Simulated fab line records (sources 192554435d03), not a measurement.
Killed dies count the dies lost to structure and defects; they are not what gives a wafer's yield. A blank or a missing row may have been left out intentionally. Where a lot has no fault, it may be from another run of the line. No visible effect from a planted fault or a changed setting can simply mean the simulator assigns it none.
Which of the tools did it? + flow n5-finfet + 30 wafers from 10 lots sampled at 2 of the route's 1938 steps

WHAT EACH GAUGE READ, for each wafer
N5_BEOL_M8_THK_MEAS_01. Usual: for M8_ILD_THK the level is 154.8 nm and the standard deviation is 2.4.
| lot  | measured     | on            | M8_ILD_THK (nm)   | flag |
|------|--------------|---------------|-------------------|------|
| L932 | day 9 15:20  | film-metro-01 | 156.6 151.8 155.2 |      |
| L936 | day 10 18:35 | film-metro-01 | 152.2 153.6 158.8 |      |
| L940 | day 11 13:00 | film-metro-02 | 156.1 157.8 157.2 |      |
| L941 | day 11 17:59 | film-metro-01 | 154.2 155.9 157.7 |      |
| L944 | day 12 02:00 | film-metro-02 | 150.4 150.5 152.1 |      |
| L943 | day 12 09:01 | film-metro-01 | 155.0 156.7 157.2 |      |
| L951 | day 14 06:16 | film-metro-02 | 156.1 161.4 157.3 |      |
| L953 | day 14 16:14 | film-metro-02 | 154.0 154.7 157.7 |      |
| L954 | day 15 00:55 | film-metro-02 | 155.7 156.5 156.6 |      |
| L955 | day 15 12:36 | film-metro-01 | 151.6 153.9 156.6 |      |

WHAT TOOL EACH LOT RAN ON (gives the tool, then ch and the chambers of the sampled wafers, and finally the start)
| lot  | N5_BEOL_M8_ILD_DEP_00           |
|------|---------------------------------|
| L932 | pecvd-04 ch 0,1,2, day 9 14:46  |
| L936 | pecvd-01 ch 0,1,2, day 10 17:58 |
| L940 | pecvd-01 ch 0,1, day 11 11:56   |
| L941 | pecvd-01 ch 0,1, day 11 17:24   |
| L944 | pecvd-03 ch 0,1, day 12 01:26   |
| L943 | pecvd-04 ch 0,1,2, day 12 08:26 |
| L951 | pecvd-04 ch 0,1,2, day 14 05:43 |
| L953 | pecvd-01 ch 1,2, day 14 15:39   |
| L954 | pecvd-01 ch 0,1,2, day 15 00:20 |
| L955 | pecvd-01 ch 1,2, day 15 11:32   |
- N5_BEOL_M8_ILD_DEP_00: deposits SiCOH lowk from DEMS/porogen, target thk 179.75 nm, time 33.4 s.

AS READ BY THE TOOLS THEMSELVES (means over the sampled wafers that have a number; for cases with no such wafer, the mark the record gives instead)
N5_BEOL_M8_ILD_DEP_00. Usual: heater-power-outer-w 142 W, standard deviation 26; heater-power-w 300 W, standard deviation 49; showerhead-plenum-p-Torr 5.736 Torr, standard deviation 0.016; throttle-valve-pct 13.8 %, standard deviation 0.67.
| lot  | tool     | heater-power-outer-w (W) | heater-power-w (W) | showerhead-plenum-p-Torr (Torr) | throttle-valve-pct (%) | flag |
|------|----------|--------------------------|--------------------|---------------------------------|------------------------|------|
| L932 | pecvd-04 | 151                      | 331                | 5.735                           | 13.6                   |      |
| L936 | pecvd-01 | 157                      | 314                | 5.723                           | 13.7                   |      |
| L940 | pecvd-01 | 163                      | 334                | 5.715                           | 13.9                   |      |
| L941 | pecvd-01 | 145                      | 314                | 5.719                           | 13.9                   |      |
| L944 | pecvd-03 | 118                      | 246                | 5.752                           | 14.2                   |      |
| L943 | pecvd-04 | 131                      | 308                | 5.741                           | 13.7                   |      |
| L951 | pecvd-04 | 161                      | 348                | 5.738                           | 13.8                   |      |
| L953 | pecvd-01 | 116                      | 256                | 5.731                           | 13.6                   |      |
| L954 | pecvd-01 | 136                      | 297                | 5.723                           | 13.7                   |      |
| L955 | pecvd-01 | 114                      | 256                | 5.724                           | 13.5                   |      |

THE ANSWER, worked out from the rows above alone
Rule: a lot counts as off when the mean over its wafers that have a number is more than 3 standard deviations away from the usual mean. A lot without any number at a reading at which 4 lots or more have one is off too. Where the step has rows for the other lots, those lots are counted as sound. The gauges are gone through in route order, then the tools' own readings, and for those a lot's mean is taken as printed above. At the first step where some lot is off, the reading lying furthest off is the one used; lots without a number count as furthest.
None of the lots is off at any reading shown; this tells nothing.

WHAT THE SIMULATOR HAD PUT IN
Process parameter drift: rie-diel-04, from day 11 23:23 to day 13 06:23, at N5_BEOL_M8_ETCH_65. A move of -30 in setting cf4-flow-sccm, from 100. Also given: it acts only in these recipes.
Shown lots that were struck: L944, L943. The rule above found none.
